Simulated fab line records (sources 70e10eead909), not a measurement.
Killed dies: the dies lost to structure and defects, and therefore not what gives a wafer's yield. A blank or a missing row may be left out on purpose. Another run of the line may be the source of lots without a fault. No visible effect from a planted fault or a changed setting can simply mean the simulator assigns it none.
Struck lot and sound lot, side by side || flow nand-harc || 16 out of 1302 route steps
Sound: the wafers L278.3, L278.4, L278.6. Struck: wafer L292.1. (L292.5 of the same lot was not struck and is left out.) The cause comes at the end.
Per side, at each step with rows, come the tool, then ch with its chambers, and then its first start. Under that, the readings that differ: sound wafers || struck wafers || difference of the means || sigmas: that difference in standard deviations of wafers without a fault.
alike: words and numbers the same on both sides, and readings whose means are apart by under 2 such deviations; not compared: readings that were withheld, readings missing a value for some wafer, numbers with overlapping values and no deviation given by the record, and bounds like >300 which may hide the same value.
A row with sigmas, a row that says differs or no value, or rows on one side alone: a step with any of these is where the two part. Non-overlapping numbers with no deviation appear without sigmas and do not part them. A reading that every wafer of one side lacks parts them only if that side has two wafers or more.

NHARC_A_ONON_D2_THK_MEAS_02: measures by ellipsometry.
  struck on film-metro-01, day 18 06:01; sound on film-metro-02, day 13 10:44
  alike: thk-nm
next comes 1 step that has no rows for these wafers: NHARC_A_ONON_D2_DEP_03 (target thickness 1000 nm).
NHARC_A_ONON_D2_THK_MEAS_05: measures by ellipsometry.
  struck on film-metro-02, day 18 06:35; sound on film-metro-02, day 13 11:17
  alike: thk-nm
next comes 1 step that has no rows for these wafers: NHARC_A_ONON_D2_DEP_06 (target thickness 1000 nm).
NHARC_A_ONON_D2_THK_MEAS_08: measures by ellipsometry.
  struck on film-metro-01, day 18 07:10; sound on film-metro-01, day 13 11:52
  alike: thk-nm
next comes 1 step that has no rows for these wafers: NHARC_A_ONON_D2_DEP_09 (target thickness 1000 nm).
NHARC_A_ONON_D2_THK_MEAS_11: measures by ellipsometry.
  struck on film-metro-01, day 18 07:44; sound on film-metro-02, day 13 12:26
  alike: thk-nm
next comes 1 step that has no rows for these wafers: NHARC_A_ONON_D2_DEP_12 (target thickness 1000 nm).
NHARC_A_ONON_D2_THK_MEAS_14: measures by ellipsometry.
  struck on film-metro-01, day 18 08:18; sound on film-metro-01, day 13 13:00
{"reading": "thk-nm (nm)", "sound": "991 992 990", "struck": 1007, "difference": "+16", "sigmas": "+2"}
then, 2 steps without rows for these wafers: NHARC_A_ONON_D2_ANNEAL_15 (time 3600 s); NHARC_A_ONON_D2_DEP_16 (target thk 1000 nm).
NHARC_A_ONON_D2_THK_MEAS_18: measures by ellipsometry.
  struck on film-metro-02, day 18 15:40; sound on film-metro-02, day 13 20:43
  alike: thk-nm
NHARC_A_ONON_D2_DEP_19: target thk 1000 nm.
  sound on pecvd-onon-04 ch 0, day 13 20:53; struck on pecvd-onon-02 ch 0, day 18 15:43
  alike: sih4-flow-sccm
NHARC_A_ONON_D2_THK_MEAS_21: measures by ellipsometry.
  struck on film-metro-01, day 18 16:14; sound on film-metro-01, day 13 21:16
{"reading": "thk-nm (nm)", "sound": "998 997 998", "struck": 1521, "difference": "+523", "sigmas": "+55"}
next comes 1 step that has no rows for these wafers: NHARC_A_ONON_D2_DEP_22 (target thickness 1000 nm).
-- break in the record here, with 12 days between the starts of the struck wafers on either side (left off in module A_ONON_D2, picked up again in module END, where the first step shown is number 1302 on the route) --
NHARC_END_SORT_01:
  here the record holds rows for the struck wafers (prober-01 ch 0, day 30 13:16) but none for the sound ones

WHERE THEY PART
Earliest at NHARC_A_ONON_D2_THK_MEAS_14; latest, in this record, at NHARC_END_SORT_01.

WHY: what had been put in by the simulator
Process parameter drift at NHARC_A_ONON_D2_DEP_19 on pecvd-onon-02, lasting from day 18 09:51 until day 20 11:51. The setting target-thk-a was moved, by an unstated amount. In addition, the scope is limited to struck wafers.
